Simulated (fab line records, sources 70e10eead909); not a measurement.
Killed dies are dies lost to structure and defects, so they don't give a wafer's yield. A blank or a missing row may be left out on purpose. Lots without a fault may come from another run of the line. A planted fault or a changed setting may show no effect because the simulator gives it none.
Tool commonality check | flow nand_harc | 12 lots, 36 wafers sampled

WHY IT WAS OPENED
At NHARC_END_SORT_01 the reading killed_dies is flagged on 2 of 12 lots. Wafers without a fault read 66, standard deviation 22.
Rule: a lot is flagged when every wafer of it that has a number lies more than 4 standard deviations from that mean, or none has a number. The other lots count as sound.

lot  | measured     | on        | killed_dies, wafer by wafer | flag
L637 | day 24 18:42 | prober-01 | 101 104 104                 |
L642 | day 26 16:12 | prober-01 | 677 677 677                 | FLAGGED
L643 | day 26 21:11 | prober-02 | 677 677 677                 | FLAGGED
L649 | day 29 05:47 | prober-01 | 69 73 61                    |
L650 | day 29 22:10 | prober-02 | 56 66 67                    |
L652 | day 31 02:49 | prober-02 | 66 61 61                    |
L651 | day 31 03:28 | prober-01 | 66 77 86                    |
L653 | day 31 12:43 | prober-01 | 100 93 71                   |
L656 | day 32 17:55 | prober-01 | 61 52 54                    |
L658 | day 33 03:31 | prober-01 | 61 62 65                    |
L657 | day 33 12:38 | prober-02 | 58 59 77                    |
L660 | day 33 12:38 | prober-01 | 34 49 42                    |
The numbers of the flagged lots are 677 on average: +611 against the usual, or +28 standard deviations.

WHICH TOOL RAN EACH LOT
The record holds 4 process steps before the reading, out of a route of 1302 steps. In each cell: the tool, then ch and the chambers that the sampled wafers went through, then the start.
lot  | flag    | NHARC_A_STAIRCASE_TRIM_226                    | NHARC_A_STAIRCASE_HM_DEP_456  | NHARC_A_STAIRCASE_DEP_259       | NHARC_A_STAIRCASE_ETCH_271
L637 |         | rie_diel-04 ch 0,1,3, day 16 23:14 or earlier | acl_dep-01 ch 0, day 16 23:14 | pecvd-01 ch 0,1,2, day 17 01:05 | rie_diel-09 ch 0,1,2, day 17 02:11
L642 | FLAGGED | rie_diel-01 ch 0,2,3, day 18 06:58 or earlier | acl_dep-02 ch 0, day 18 06:58 | pecvd-01 ch 0,1,2, day 18 08:49 | rie_diel-04 ch 0,1,3, day 18 09:55
L643 | FLAGGED | rie_diel-04 ch 1,2, day 19 01:11 or earlier   | acl_dep-01 ch 0, day 19 01:11 | pecvd-04 ch 0,2, day 19 03:05   | rie_diel-04 ch 1,3, day 19 04:02
L649 |         | rie_diel-04 ch 0,1,2, day 21 06:05 or earlier | acl_dep-03 ch 0, day 21 06:05 | pecvd-01 ch 0,1, day 21 07:55   | rie_diel-04 ch 0,2, day 21 08:59
L650 |         | rie_diel-04 ch 0,1,3, day 22 07:02 or earlier | acl_dep-02 ch 0, day 22 07:02 | pecvd-04 ch 0,2, day 22 08:55   | rie_diel-01 ch 0,1,2, day 22 10:03
L652 |         | rie_diel-01 ch 1,2,3, day 22 16:54 or earlier | acl_dep-01 ch 0, day 22 16:54 | pecvd-01 ch 1,2, day 22 18:47   | rie_diel-09 ch 1,2,3, day 22 19:51
L651 |         | rie_diel-01 ch 0,2,3, day 22 16:24 or earlier | acl_dep-02 ch 0, day 22 16:24 | pecvd-01 ch 0,1, day 22 18:01   | rie_diel-04 ch 0,2,3, day 22 19:04
L653 |         | rie_diel-09 ch 0,1,2, day 23 11:09 or earlier | acl_dep-01 ch 0, day 23 11:09 | pecvd-04 ch 0,1,2, day 23 13:01 | rie_diel-01 ch 1,2,3, day 23 14:06
L656 |         | rie_diel-09 ch 1,2,3, day 24 14:03 or earlier | acl_dep-01 ch 0, day 24 14:03 | pecvd-01 ch 0,2, day 24 15:56   | rie_diel-01 ch 1,2,3, day 24 17:12
L658 |         | rie_diel-04 ch 0,1,2, day 24 23:29 or earlier | acl_dep-01 ch 0, day 24 23:29 | pecvd-03 ch 0,1, day 25 01:22   | rie_diel-09 ch 1,2, day 25 02:27
L657 |         | rie_diel-01 ch 1,2,3, day 25 00:48 or earlier | acl_dep-02 ch 0, day 25 00:48 | pecvd-04 ch 1,2, day 25 02:40   | rie_diel-01 ch 0,1,3, day 25 03:43
L660 |         | rie_diel-01 ch 1,2,3, day 25 20:52 or earlier | acl_dep-01 ch 0, day 25 20:52 | pecvd-03 ch 0,1, day 25 22:25   | rie_diel-04 ch 0,2,3, day 25 23:21
What these steps do:
- NHARC_A_STAIRCASE_TRIM_226: chemistry O2, time 211.2 s.
- NHARC_A_STAIRCASE_HM_DEP_456: deposits aC, target thk 3100 nm.
- NHARC_A_STAIRCASE_DEP_259: deposits SiON, target thk 30 nm.
- NHARC_A_STAIRCASE_ETCH_271: etches the open film in CF4/CHF3.
- NHARC_END_SORT_01

FLAGGED OVER TOTAL, TOOL BY TOOL (the gauges that took the reading come last)
step                         | tool        | lots run | flagged | share of the flagged lots | sound lots run after its first flagged lot
NHARC_A_STAIRCASE_TRIM_226   | rie_diel-01 | 5        | 1       | some                      | 4 (L651,L652,L657,L660)
NHARC_A_STAIRCASE_TRIM_226   | rie_diel-04 | 5        | 1       | some                      | 3 (L649,L650,L658)
NHARC_A_STAIRCASE_TRIM_226   | rie_diel-09 | 2        | 0       | none                      | -
NHARC_A_STAIRCASE_HM_DEP_456 | acl_dep-01  | 7        | 1       | some                      | 5 (L652,L653,L656,L658,L660)
NHARC_A_STAIRCASE_HM_DEP_456 | acl_dep-02  | 4        | 1       | some                      | 3 (L650,L651,L657)
NHARC_A_STAIRCASE_HM_DEP_456 | acl_dep-03  | 1        | 0       | none                      | -
NHARC_A_STAIRCASE_DEP_259    | pecvd-01    | 6        | 1       | some                      | 4 (L649,L651,L652,L656)
NHARC_A_STAIRCASE_DEP_259    | pecvd-03    | 2        | 0       | none                      | -
NHARC_A_STAIRCASE_DEP_259    | pecvd-04    | 4        | 1       | some                      | 3 (L650,L653,L657)
NHARC_A_STAIRCASE_ETCH_271   | rie_diel-01 | 4        | 0       | none                      | -
NHARC_A_STAIRCASE_ETCH_271   | rie_diel-04 | 5        | 2       | all                       | 3 (L649,L651,L660)
NHARC_A_STAIRCASE_ETCH_271   | rie_diel-09 | 3        | 0       | none                      | -
NHARC_END_SORT_01            | prober-01   | 8        | 1       | some                      | 6 (L649,L651,L653,L656,L658,L660)
NHARC_END_SORT_01            | prober-02   | 4        | 1       | some                      | 3 (L650,L652,L657)
NHARC_A_STAIRCASE_TRIM_226 gives no start for some lots, so the hours and the order of its lots are those of NHARC_A_STAIRCASE_HM_DEP_456.

WHAT THE TABLE ALLOWS
1 row of the table ran every flagged lot: rie_diel-04 at NHARC_A_STAIRCASE_ETCH_271.
- rie_diel-04 at NHARC_A_STAIRCASE_ETCH_271: 2 of its 5 lots flagged. Sound lots ran on it after the first flagged one (L649, L651, L660), which a lasting fault on the whole tool wouldn't allow.
No row of the table ran every flagged lot and no sound lot after the first.

WHAT THE SIMULATOR HAD PUT IN
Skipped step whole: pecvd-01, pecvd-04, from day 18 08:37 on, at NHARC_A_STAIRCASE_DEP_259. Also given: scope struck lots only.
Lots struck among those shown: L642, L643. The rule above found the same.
